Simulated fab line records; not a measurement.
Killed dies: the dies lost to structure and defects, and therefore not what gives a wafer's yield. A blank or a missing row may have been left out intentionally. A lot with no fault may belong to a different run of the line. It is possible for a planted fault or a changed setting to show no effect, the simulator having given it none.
Split-lot trial | flow n5Finfet | 7 lots, 39 wafers read, on a route of 1938 steps

THE SPLIT
At N5_GATE_CUT_DESCUM_18 (chemistry O2, time 7 s), the setting timeS was moved away from the recipe's 7 s on 12 of the 39 wafers read, by -41.3% to +20.3%. For the rest of the wafers, this setting stayed at what the recipe calls for.

SPLIT TO READING: what lies between them in the file, 1 step
- N5_GATE_CUT_ETCH_28: etches underlayer in N2/H2, target depth 13 nm, time 10.4 s

THE READING
CAR-EUV_of_GATE_CUT_COAT_07.thkNm (the simulator's own value, which no gauge read), in nm, at N5_GATE_CUT_ETCH_36 (etches SiARC in CF4, target depth 13 nm, time 21.7 s). The file does not state a usual value for it. Across the 27 wafers here that went through the recipe, the average is 7.0 nm and the standard deviation 0.099 nm.

wafer  | tool, chamber at the split | timeS as run, s | against the recipe | CAR-EUV_of_GATE_CUT_COAT_07.thkNm, nm | against lot-mates on the recipe
L079.1 | rieDiel-04, 1              | 7               | recipe             | 7                                     | -
L079.2 | rieDiel-04, 2              | 7               | recipe             | 7                                     | -
L079.5 | rieDiel-04, 1              | 7               | recipe             | 7                                     | -
L079.3 | rieDiel-04, 0              | 4.913           | -29.8%             | 8                                     | +1.0
L079.4 | rieDiel-04, 3,2            | 4.913           | -29.8%             | 8                                     | +1.0
L079.6 | rieDiel-04, 3,2            | 4.913           | -29.8%             | 8                                     | +1.0
L081.1 | rieDiel-02, 3,1            | 7               | recipe             | 7                                     | -
L081.2 | rieDiel-02, 3,1            | 7               | recipe             | 7                                     | -
L081.4 | rieDiel-02, 2              | 7               | recipe             | 7                                     | -
L081.3 | rieDiel-02, 0,3,2          | 4.589           | -34.4%             | 8.2                                   | +1.2
L081.5 | rieDiel-02, 0,3,2          | 4.589           | -34.4%             | 8.2                                   | +1.2
L081.6 | rieDiel-02, 0,3,2          | 4.589           | -34.4%             | 8.2                                   | +1.2
L083.1 | rieDiel-04, 1              | 7               | recipe             | 7                                     | -
L083.4 | rieDiel-04, 3              | 7               | recipe             | 7                                     | -
L083.5 | rieDiel-04, 3              | 7               | recipe             | 7                                     | -
L086.1 | rieDiel-04, 3,0,2          | 8.423           | +20.3%             | 6.2                                   | -0.8
L086.2 | rieDiel-04, 3,0,2          | 8.423           | +20.3%             | 6.2                                   | -0.8
L086.3 | rieDiel-04, 3,0,2          | 8.423           | +20.3%             | 6.4                                   | -0.6
L086.4 | rieDiel-04, 1              | 7               | recipe             | 6.8                                   | -
L086.5 | rieDiel-04, 3,0            | 7               | recipe             | 7                                     | -
L086.6 | rieDiel-04, 3,0            | 7               | recipe             | 7.2                                   | -
L090.1 | rieDiel-01, 1,2,3,3,0      | 7               | recipe             | 7.2                                   | -
L090.2 | rieDiel-01, 1,2,3,3,0      | 7               | recipe             | 7                                     | -
L090.3 | rieDiel-01, 0              | 7               | recipe             | 7                                     | -
L090.4 | rieDiel-01, 1,2,3,3,0      | 7               | recipe             | 7                                     | -
L090.5 | rieDiel-01, 1,2,3,3,0      | 7               | recipe             | 7                                     | -
L090.6 | rieDiel-01, 1,2,3,3,0      | 7               | recipe             | 7                                     | -
L095.1 | rieDiel-01, 0,3,1,2,3,0    | 7               | recipe             | 6.8                                   | -
L095.2 | rieDiel-01, 0,3,1,2,3,0    | 7               | recipe             | 6.8                                   | -
L095.4 | rieDiel-01, 0,3,1,2,3,0    | 7               | recipe             | 6.8                                   | -
L095.3 | rieDiel-01, 0,3,1,2,3,0    | 7               | recipe             | 7                                     | -
L095.5 | rieDiel-01, 0,3,1,2,3,0    | 7               | recipe             | 7                                     | -
L095.6 | rieDiel-01, 0,3,1,2,3,0    | 7               | recipe             | 7                                     | -
L096.1 | rieDiel-02, 0              | 4.112           | -41.3%             | 8.4                                   | +1.5
L096.4 | rieDiel-02, 1,2            | 4.112           | -41.3%             | 8.4                                   | +1.5
L096.2 | rieDiel-02, 3              | 7               | recipe             | 7                                     | -
L096.5 | rieDiel-02, 3,0            | 7               | recipe             | 7                                     | -
L096.3 | rieDiel-02, 1,2            | 4.112           | -41.3%             | 8.2                                   | +1.3
L096.6 | rieDiel-02, 3,0            | 7               | recipe             | 6.8                                   | -
Where a row lists several chambers, the file gives one row for several wafers and doesn't say which wafer went through which chamber.

FIT RESULTS
A straight line over all 39 wafers: CAR-EUV_of_GATE_CUT_COAT_07.thkNm changes by -0.0341 nm for each +1% of timeS; r = -0.99; the points scatter about the line by 0.095 nm.
The same after taking each lot's own level away (the mean of its wafers on the recipe; 39 wafers): -0.0344 nm for each +1%; r = -0.99; scatter 0.084 nm.
The reading moves by 1.4 nm for the largest change in timeS, on that fit.
From 6.90 to 7.03 nm: that is the span of the lots' own levels, equal to 1.3 times the standard deviation above.
The two slopes agree, so the slope changes little with the lot-to-lot level.
Check: with one of the wafers moved furthest among these (-41.3%) left out of the fit, the line predicts +1.41 nm for it against its lot-mates. Against them it came out at +1.47 nm.

THESE WAFERS: OTHER SPLITS
Other splits were also applied to these wafers ahead of the reading. Each is held against what the fit with the lots' levels taken away leaves over:
other split on the same wafers      | wafers away from the commonest value | r with CAR-EUV_of_GATE_CUT_COAT_07.thkNm (lot level and that fit taken away)
N5_FIN_SAQP_HM_DEP_72 targetThkA    | 9                                    | +0.01
N5_FIN_SAQP_DEVELOP_15 developTimeS | 9                                    | +0.12

THE WHOLE CHAIN: every reading that the file lists as answering this split, in the file's order
step                  | what it does                                                | reading                                                                            | change (the file's fit)                | r (the file's)
N5_GATE_CUT_DESCUM_18 | chemistry O2, time 7 s                                      | CAR-EUV_of_GATE_CUT_COAT_07.thkNm (the simulator's own value, which no gauge read) | -0.0349 nm for each +1% of the setting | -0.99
N5_GATE_CUT_ETCH_28   | etches underlayer in N2/H2, target depth 13 nm, time 10.4 s | CAR-EUV_of_GATE_CUT_COAT_07.thkNm (the simulator's own value, which no gauge read) | -0.0365 nm for each +1% of the setting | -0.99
N5_GATE_CUT_ETCH_36   | etches SiARC in CF4, target depth 13 nm, time 21.7 s        | CAR-EUV_of_GATE_CUT_COAT_07.thkNm (the simulator's own value, which no gauge read) | -0.0343 nm for each +1% of the setting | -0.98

THE FILE'S OWN FIT
CAR-EUV_of_GATE_CUT_COAT_07.thkNm changes by -0.0343 nm for each +1% of timeS, r = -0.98.
